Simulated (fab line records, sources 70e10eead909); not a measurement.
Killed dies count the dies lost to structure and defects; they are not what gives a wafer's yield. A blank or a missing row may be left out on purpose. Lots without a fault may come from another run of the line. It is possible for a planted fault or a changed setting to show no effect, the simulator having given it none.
Comparing a struck lot with a sound one + flow nand_harc + 14 out of 1302 route steps
Sound: wafers L691.3, L691.4, L691.6. Wafers struck: L690.1, L690.2, L690.4. The cause comes at the end.
At each step with rows: each side's tool, then ch and its chambers, then its first start. Under that, the readings that differ: sound wafers + struck wafers + difference of the means + sigmas: that difference in standard deviations of wafers without a fault.
alike: readings with means less than 2 such deviations apart, plus words and numbers identical on both sides. not compared: withheld readings, readings lacking a value on some wafer, bounds such as >300 that could conceal the same value, and numbers that have no deviation in the record and whose values overlap.
Wherever a step has rows on one side only, a row that says differs or no value, or a row with sigmas, the two part there. When numbers do not overlap yet have no deviation, they are printed without sigmas and do not part them. Lack of a reading on every wafer of one side parts them only where that side has two or more wafers.

first, 8 steps without rows for these wafers: NHARC_P_GATE_DEHYDRATE_18 (time 120 s); NHARC_P_GATE_HMDS_19 (time 30 s); NHARC_P_GATE_COAT_20 (resist thk 90 nm); NHARC_P_GATE_SOFTBAKE_21 (time 55 s); NHARC_P_GATE_EBR_22; NHARC_P_GATE_EXPOSE_23 (exposes mask P GATE, target cd 120 nm); NHARC_P_GATE_PEB_24 (peb time 65 s); NHARC_P_GATE_DEVELOP_25 (develop time 35 s).
NHARC_P_GATE_CD_MEAS_26 targets a cd of 120 nm.
  sound on cd_sem-02 ch 0, day 10 06:38; struck on cd_sem-03 ch 0, day 10 02:47
  alike: cd_nm
NHARC_P_GATE_OVL_MEAS_27:
  struck on overlay-02, day 10 02:52; sound on overlay-02, day 10 06:43
| reading           | sound          | struck      | difference | sigmas |
|-------------------|----------------|-------------|------------|--------|
| overlay_x_nm (nm) | -0.9 -0.9 -0.9 | 0.8 0.6 0.5 | +1.5       | +2     |
  alike: overlay_y_nm
NHARC_P_GATE_INSPECT_28:
  struck on defect_inspect-02, day 10 02:55; sound on defect_inspect-02, day 10 06:45
  alike: raw_defect_count
NHARC_P_GATE_DESCUM_31: chemistry O2, time 3 s.
  sound on rie_diel-03 ch 0,1,3, day 10 06:49; struck on rie_diel-12 ch 1,2,3, day 10 02:58
  alike: drypump_motor_current_A, oes_product_au, rf_vpp_V, showerhead_plenum_p_Torr, throttle_valve_pct
  not compared: rf_hours_counter_h
NHARC_P_GATE_ETCH_104: etches the open film in CF4/CHF3, target depth 60 nm.
  sound on rie_diel-03 ch 0,1, day 10 06:54; struck on rie_diel-12 ch 0,1,2, day 10 03:03
  no value came back on the struck wafers for any of 7 readings (bias_w (W), cf4_flow_sccm (sccm) and others); on the sound wafers bias_w (W) reads 200.7 200.3 199.6
NHARC_P_GATE_HM_OPEN_105: chemistry O2/COS, target depth 360 nm.
  sound on rie_diel-03 ch 2,3; struck on rie_diel-12 ch 0,1,2
  alike: cos_flow_sccm, drypump_motor_current_A, oes_product_au, rf_vpp_V, showerhead_plenum_p_Torr, throttle_valve_pct
  not compared: rf_hours_counter_h

## WHERE THEY PART
Last at NHARC_P_GATE_ETCH_104 as far as this record goes, first at NHARC_P_GATE_OVL_MEAS_27. Later steps at which nothing parts them and some readings are alike: NHARC_P_GATE_HM_OPEN_105.

WHY: what the simulator had put in
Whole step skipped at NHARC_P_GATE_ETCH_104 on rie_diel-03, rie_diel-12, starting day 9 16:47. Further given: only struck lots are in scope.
